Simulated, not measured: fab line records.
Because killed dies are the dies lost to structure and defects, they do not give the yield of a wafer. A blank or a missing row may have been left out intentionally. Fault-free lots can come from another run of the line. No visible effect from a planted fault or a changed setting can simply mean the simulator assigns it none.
Matching of chambers | flow n5_finfet | N5_BEOL_M9_VIA_ETCH_34 on rie_diel-05 has 4 sister chambers
The step etches SiCOH lowk in C4F6/O2, target depth 182.4 nm, time 68.4 s. 8 wafers are shown with their chamber, then 10 later ones without.

## WAFERS, EACH WITH ITS CHAMBER
wafer  | chamber | showerhead_plenum_p_Torr (Torr) | rf_vpp_V (V)
L078.2 | 2       | 2.63                            | 650
L081.5 | 3       | 2.97                            | 703
L085.4 | 2       | 2.62                            | 649
L085.5 | 1       | 2.71                            | 648
L089.2 | 3       | 2.97                            | 701
L089.6 | 0       | 2.77                            | 661
L090.2 | 0       | 2.77                            | 662
L090.3 | 1       | 2.70                            | 648

## WAFERS WITHOUT THEIR CHAMBER
wafer  | showerhead_plenum_p_Torr (Torr) | rf_vpp_V (V)
L090.6 | 2.62                            | 650
L091.1 | 2.96                            | 703
L091.3 | 2.62                            | 651
L091.6 | 2.77                            | 662
L096.2 | 2.96                            | 701
L096.3 | 2.77                            | 661
L096.5 | 2.61                            | 650
L097.1 | 2.77                            | 660
L097.2 | 2.61                            | 650
L097.3 | 3.04                            | 658

## WHICH CHAMBER EACH ONE RAN IN
wafer  | from the rows above     | in truth
L090.6 | 2                       | 2
L091.1 | 3                       | 3
L091.3 | 2                       | 2
L091.6 | 0                       | 0
L096.2 | 3                       | 3
L096.3 | 0                       | 0
L096.5 | 2                       | 2
L097.1 | 0                       | 0
L097.2 | 2                       | 2
L097.3 | can't be placed: 3 or 0 | 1
Correct placement for 9 of the 10. From these rows, 1 cannot be placed; in 0 the true chamber is one of the candidates. 0 placed wrongly.
How it was worked out, from the rows above alone: a wafer's distance from a chamber is the root of the sum, over the readings, of the square of ((its reading less the chamber's mean) divided by the reading's scatter). The wafer belongs to the nearest chamber; if the next one is less than 2 further off, it can't be placed. For every chamber, the mean is computed from those of its wafers that are shown. How the scatter is found: for the shown wafers, subtract from each reading the mean of its chamber, square and add these, divide the total by (wafers less chambers), then take the root.
